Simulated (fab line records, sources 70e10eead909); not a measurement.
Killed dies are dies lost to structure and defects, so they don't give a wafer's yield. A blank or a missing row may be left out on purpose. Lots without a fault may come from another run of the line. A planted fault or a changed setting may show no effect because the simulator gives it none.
fab line records | flow nand_harc
record lots=6 wafers=18 last_day=31
route steps=1302 shown P_ZERO_WELL@30
lots that met no fault: from a run of the same line without faults
start_h: hours from the record's first day to the start of the lot's first wafer shown | wait_h: hours since the lot's step before | " the same as in the row above | L1.1+2: a row that stands for several wafers | - no value, or no start given | * or withheld: withheld | < > ~ a bound
route shown NAME@n: a module of which the file shows steps, and the number in the route of the first | usual: mean/standard deviation of fault-free wafers | same: alike in all rows | chamber/n: place in a boat | sites: the reading at each site | _std_site: their standard deviation | _edge_site: outer sites' mean less inner sites' | radius_mm: how far each site lies from the wafer's centre | mask NAME#n: copy n | behind: the tool/chamber that last shaped the wafer | hold: why the lot was held/for how many hours/how that ended | device: the transistor (n, p or np) that didn't switch | end of line: the same wafers' tests at the end of the route | a step without rows: its recipe alone | killed: dies lost to structure and defects at the first sort, not the wafer's yield | map: a wafer's dies, x killed, . not, _ none there
set.NAME: the setting as run; set.NAME@STEP: as run at that earlier step | model.NAME: the simulator's own value behind a step, which no gauge read
lots at some steps of the route; a table a step, a row a wafer
services: from which hour (start_h, from the record's first day; less than 0 if before it) a tool's chamber was out of use, for how many hours, and why
## steps
# step NHARC_P_ZERO_WELL_HARDBAKE_25
# recipe temp_c=125 time_s=80
# step NHARC_P_ZERO_WELL_DESCUM_26
# recipe time_s=3 o2_flow_sccm=200 ar_flow_sccm=0 bias_power_w=0 chemistry=O2
# usual drypump_motor_current_A=5.6/0.48 o2_flow_sccm=199.9/0.56 oes_product_au=0.996/0.0097 rf_vpp_V=57.9/0.88 showerhead_plenum_p_Torr=1.96/0.063 throttle_valve_pct=11.309/0.0084
# same bias_power_w=0
# columns lot.wafer tool chamber start_h wait_h drypump_motor_current_A o2_flow_sccm oes_product_au rf_hours_counter_h rf_vpp_V showerhead_plenum_p_Torr throttle_valve_pct
L884.2 rie_diel-06 1 62.86 - 5.7 201.1 1.014 30 59.4 1.93 11.309
L884.3 " 2 " " 6.6 200.4 0.985 29 58.7 1.90 11.312
L884.6 " 1 " " 5.7 200.2 1.003 - 56.6 1.93 11.310
L885.1 rie_diel-08 1 72.99 - 5.7 199.2 1.007 13 58.2 1.98 11.312
L885.2 " 3 " " 5.5 199.8 0.991 14 57.4 1.83 11.302
L885.5 " 1 " " 5.8 199.1 1.001 - 59.0 1.98 11.291
L894.3 rie_diel-07 3 162.76 - 5.3 200.0 1.004 8 57.6 1.91 11.314
L894.1 " 0 " " 6.1 200.0 1.001 9 58.9 2.05 11.309
L894.4 " 1 " " 5.0 200.8 0.988 10 57.6 1.99 11.309
L895.3 rie_diel-07 0 172.64 - 6.2 199.9 0.994 12 59.4 2.05 11.296
L895.5 " 3 " " 5.3 199.3 0.995 - 57.7 1.91 11.313
L895.6 " 0 " " 6.2 200.3 0.991 - 58.7 2.05 11.303
L898.2 rie_diel-07 3 202.50 - 5.2 200.1 1.004 18 59.1 1.90 11.307
L898.4 " 1 " " 5.0 199.7 0.986 23 58.4 1.98 11.314
L898.5 " 3 " " 5.3 200.1 1.017 - 57.0 1.90 11.293
L899.3 rie_diel-07 0 212.61 - 6.1 198.8 0.995 21 57.7 2.05 11.306
L899.1 " 1 " " 5.0 200.4 0.996 25 55.4 1.98 11.312
L899.2 " 3 " " 5.3 199.5 1.000 20 57.2 1.90 11.323
# step NHARC_P_ZERO_WELL_IMPLANT_27
# recipe energy_kev=600 dose_cm2=1e+13 tilt_deg=7
# step NHARC_P_ZERO_WELL_IMPLANT_57
# recipe energy_kev=250 dose_cm2=4e+12 tilt_deg=7
# step NHARC_P_ZERO_WELL_IMPLANT_58
# recipe energy_kev=100 dose_cm2=2e+12 tilt_deg=7
# step NHARC_P_ZERO_WELL_STRIP_28
# recipe time_s=840 temp_c=130 chemistry=SPM
# step NHARC_P_ZERO_WELL_DEHYDRATE_29
# recipe temp_c=150 time_s=120
# step NHARC_P_ZERO_WELL_HMDS_30
# recipe time_s=30
# step NHARC_P_ZERO_WELL_COAT_31
# recipe spin_rpm=withheld
# step NHARC_P_ZERO_WELL_SOFTBAKE_32
# recipe temp_c=122 time_s=95
# step NHARC_P_ZERO_WELL_EBR_33
# step NHARC_P_ZERO_WELL_EXPOSE_34
# recipe na=0.6 target_cd_nm=720 dose_mj=22.31 mask_id=P_PWELL
# step NHARC_P_ZERO_WELL_PEB_35
# recipe peb_temp_c=118 peb_time_s=85
# usual heater_power_total_W=164.00/0.28 plate_temp_C=117.98/0.15
# columns lot.wafer tool chamber start_h wait_h heater_power_total_W plate_temp_C
L884.2 litho_track-03 0 64.23 0.1 163.68 118.00
L884.3 " 0 " " 164.32 117.99
L884.6 " 0 " " 164.18 118.17
L885.1 litho_track-07 0 74.38 0.1 164.10 117.98
L885.2 " 0 " " 164.21 117.91
L885.5 " 0 " " 164.21 118.09
L894.1 litho_track-07 0 164.02 0.1 152.60 111.95
L894.3 " 0 " " 152.70 112.00
L894.4 " 0 " " 152.86 111.81
L895.3 litho_track-07 0 174.02 0.1 152.57 111.85
L895.5 " 0 " " 152.76 111.75
L895.6 " 0 " " 152.66 111.66
L898.2 litho_track-03 0 203.88 0.1 163.66 117.87
L898.4 " 0 " " 164.01 117.71
L898.5 " 0 " " 163.98 117.64
L899.1 litho_track-03 0 213.99 0.1 164.06 117.94
L899.2 " 0 " " 163.65 117.99
L899.3 " 0 " " 164.15 117.87
# step NHARC_P_ZERO_WELL_DEVELOP_36
# recipe time_s=70
# step NHARC_P_ZERO_WELL_CD_MEAS_37
# recipe target_cd_nm=720 landing_energy_ev=500
# usual cd_nm=718.4/1.8
# columns lot.wafer tool chamber start_h wait_h hold cd_nm
L884.2 cd_sem-01 0 64.32 - - 717.8
L884.3 " 0 " " - 718.7
L884.6 " 0 " " - 718.0
L885.1 cd_sem-01 0 74.47 - - 718.8
L885.2 " 0 " " - 722.9
L885.5 " 0 " " - 717.1
L894.1 cd_sem-02 0 164.11 - await_dispo/0.2h/release 705.3
L894.3 " 0 " " await_dispo/0.2h/release 705.1
L894.4 " 0 " " await_dispo/0.2h/release 708.1
L894.1 cd_sem-02 0 - - - 705.0
L894.3 " 0 " " - 705.1
L894.4 " 0 " " - 708.2
L895.3 cd_sem-01 0 174.12 - await_dispo/0.2h/release 706.5
L895.5 " 0 " " await_dispo/0.2h/release 706.3
L895.6 " 0 " " await_dispo/0.2h/release 708.3
L895.3 cd_sem-01 0 - - - 706.5
L895.5 " 0 " " - 705.3
L895.6 " 0 " " - 708.4
L898.2 cd_sem-01 0 203.97 - - 716.3
L898.4 " 0 " " - 719.2
L898.5 " 0 " " - 715.8
L899.1 cd_sem-01 0 214.09 - - 719.0
L899.2 " 0 " " - 716.3
L899.3 " 0 " " - 715.5
## services
# columns tool chamber start_h hours kind
rie_diel-07 0 47.22 - clean
rie_diel-07 1 47.22 - clean
rie_diel-07 2 47.22 - clean
rie_diel-07 3 47.22 - clean
rie_diel-07 - 65.31 0.4 repair
rie_diel-07 0 71.72 - clean
rie_diel-07 1 71.72 - clean
rie_diel-07 2 71.72 - clean
rie_diel-07 3 71.72 - clean
litho_track-07 - 76.00 7.0 pm
rie_diel-07 0 96.26 - clean
rie_diel-07 1 96.26 - clean
rie_diel-07 2 96.26 - clean
rie_diel-07 3 96.26 - clean
litho_track-03 - 100.00 7.0 pm
rie_diel-07 - 117.20 9.0 pm
rie_diel-07 0 117.20 9.0 vent_cycle
rie_diel-07 1 117.20 9.0 vent_cycle
rie_diel-07 0 127.55 1.2 repair
rie_diel-06 - 130.74 9.0 pm
rie_diel-08 2 140.96 1.7 repair
rie_diel-07 2 184.42 8.1 repair
rie_diel-08 - 194.10 9.0 pm
rie_diel-06 2 213.07 3.7 repair
## key
first_sign step=NHARC_P_ZERO_WELL_PEB_35 reading=heater_power_total_W direction=down sigmas=41 usual=* struck=*
effect step=NHARC_P_ZERO_WELL_PEB_35 reading=plate_temp_C direction=down sigmas=40 usual=* struck=*
effect step=NHARC_P_ZERO_WELL_CD_MEAS_37 reading=visit direction=added
effect step=NHARC_P_ZERO_WELL_CD_MEAS_37 reading=cd_nm direction=down sigmas=6.4 usual=718.4 struck=706.6
met_at NHARC_P_ZERO_WELL_PEB_35
struck_wafers L894.1,L894.3,L894.4,L895.3,L895.5,L895.6
tester_left_out L894,L895
onset_between 74.38 164.02
fault kind=process_parameter_drift tool=litho_track-07 chamber=- onset_h=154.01 steps=NHARC_P_ZERO_WELL_PEB_35 channel=peb_temp_c offset=* shape=step end_h=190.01 acts_in=* stated=*
# tester_left_out: of these lots the tester's yield and bins aren't shown, on N5 and GAA mostly nor the transistor test; their killed dies are dies lost to structure and defects alone, not to doping, threshold or leakage, so they don't give the yield
